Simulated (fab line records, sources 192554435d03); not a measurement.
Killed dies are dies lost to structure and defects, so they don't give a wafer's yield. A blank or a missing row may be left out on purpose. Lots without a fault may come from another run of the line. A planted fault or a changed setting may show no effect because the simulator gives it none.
Problem report in the 8D (eight disciplines) form, filled by code | flow n5_finfet | the parts of the form that need people (team, actions taken, sign-off) are left out

1. THE PROBLEM
killed_at_front_end at N5_PASSIVATION_PROBE_49 reads a mean of 148 on 6 wafers of 2 lots; wafers without a fault read 41 with a standard deviation of 11. That is +9.7 standard deviations from the usual mean.
First seen on wafer L124.1, day 13 12:41, on prober-02. The record holds 6 wafers of 2 lots with a number at this step. Rule for "out", or "out of limits": more than 4 standard deviations from the usual mean. The other wafers with a number count as sound.

2. WHAT IT IS AND WHAT IT IS NOT
question                    | is                                       | is not
which readings at this step | killed_at_front_end, sort_bin_5_function | killed_at_M0_to_M3, killed_at_M4_up, killed_at_contacts, killed_at_other, killed_short
which lots                  | L124, L129                               | -
which wafers of those lots  | all that have a number                   | -
read on which tools         | prober-02                                | -
when                        | from day 13 12:41                        | up to then (0 sound wafers)

3. SUSPECTS, AND WHAT RULES EACH OUT
Counting: a tool at a process step up to the reading stays a suspect if it ran every lot that is out and no sound lot after the first of them.
- wet_bench-02 at N5_HKMG_FIN_WET_ETCH_87 (etches TiN in SC1, time 154.2 s, target depth 4.7 nm, rinse time 30 s): kept. It ran every lot that is out, first L124 (day 6 09:35), and no sound lot after that.
- prober-02 at N5_PASSIVATION_PROBE_49: kept. It ran every lot that is out, first L124 (day 13 12:41), and no sound lot after that. Its own readings are out on those wafers: killed_at_front_end, sort_bin_5_function.
Left after counting: wet_bench-02 at N5_HKMG_FIN_WET_ETCH_87, prober-02 at N5_PASSIVATION_PROBE_49.

4. THE CAUSE (what the simulator had put in)
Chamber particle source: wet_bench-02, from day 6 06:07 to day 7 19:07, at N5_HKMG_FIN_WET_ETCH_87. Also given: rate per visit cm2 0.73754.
Counting left 2 suspects, and this tool is among them.

5. THE CHAIN OF EFFECTS, in route order
Each row: a reading whose mean over the struck wafers that have a number lies more than 3 standard deviations from the usual. Only readings for which the record gives a usual standard deviation are gone through. hours: the time from each lot's start at the first step in this table that gives one to its start at this step, as a median over the lots. sigmas: the change in usual standard deviations.
hours | step                    | reading              | usual  | on struck wafers | change | sigmas
0     | N5_PASSIVATION_PROBE_49 | defect_limited_yield | 91.5 % | 84.1             | -7.4   | -5.0
0     | N5_PASSIVATION_PROBE_49 | killed_at_front_end  | 41     | 148              | +106   | +9.7
0     | N5_PASSIVATION_PROBE_49 | killed_dies          | 100    | 188              | +88    | +5.2
0     | N5_PASSIVATION_PROBE_49 | sort_bin_5_function  | 4.9 %  | 10.3             | +5.4   | +5.6
0     | N5_PASSIVATION_PROBE_49 | sort_n_pass          | 1080   | 992              | -88    | -5.2
0     | N5_PASSIVATION_PROBE_49 | sort_yield_pct       | 91.5 % | 84.1             | -7.4   | -5.0
The process steps in it:
- N5_PASSIVATION_PROBE_49

6. WHAT WOULD HAVE CAUGHT IT SOONER
In this record the first reading out of limits was taken at day 13 12:41, 175 hours after the fault began at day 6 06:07.
All the lots that are out (2) had begun N5_HKMG_FIN_WET_ETCH_87 on wet_bench-02 by day 13 12:41. A hold on the tool at that time would have spared none of them.
